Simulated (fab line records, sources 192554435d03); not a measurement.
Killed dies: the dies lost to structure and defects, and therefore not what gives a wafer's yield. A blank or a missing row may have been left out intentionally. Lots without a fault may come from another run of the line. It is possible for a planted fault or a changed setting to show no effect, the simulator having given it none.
Matching of chambers	flow n5Finfet	rieDiel-05 running N5_BEOL_M8_DESCUM_33: 4 sister chambers
The step chemistry O2, time 7 s. 4 wafers are shown with their chamber, then 8 later ones without.

== WAFERS PAIRED WITH THEIR CHAMBERS ==
wafer	chamber	drypumpMotorCurrentA (A)
L088.4	1	5.1
L087.3	2	5.9
L087.5	0	6.4
L092.4	3	5.6

== WAFERS MISSING THEIR CHAMBER ==
wafer	drypumpMotorCurrentA (A)
L092.5	5.1
L092.6	6.5
L095.2	5.7
L095.3	6.4
L095.6	5.9
L096.3	6.0
L096.4	5.1
L096.5	5.1

== WHICH CHAMBER EACH WENT THROUGH ==
wafer	from the rows above	in truth
L092.5	1	1
L092.6	0	0
L095.2	can't be placed: 3 or 2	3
L095.3	0	0
L095.6	2	2
L096.3	2	2
L096.4	1	1
L096.5	1	1
Correctly placed: 7 of 8. These rows do not allow placing 1 (true chamber among the candidates in 1). 0 placed wrongly.
How it was worked out, from the rows above alone: a wafer's distance from a chamber is the root of the sum, over the readings, of the square of ((its reading less the chamber's mean) divided by the reading's scatter). If the next closest chamber is less than 2 further off than the closest, the wafer can't be placed; otherwise it belongs to the closest. For every chamber, the mean is computed from those of its wafers that are shown. The scatter (one wafer shown for each chamber): square how far every hidden wafer sits from the nearest shown wafer, average those squares and take the square root.
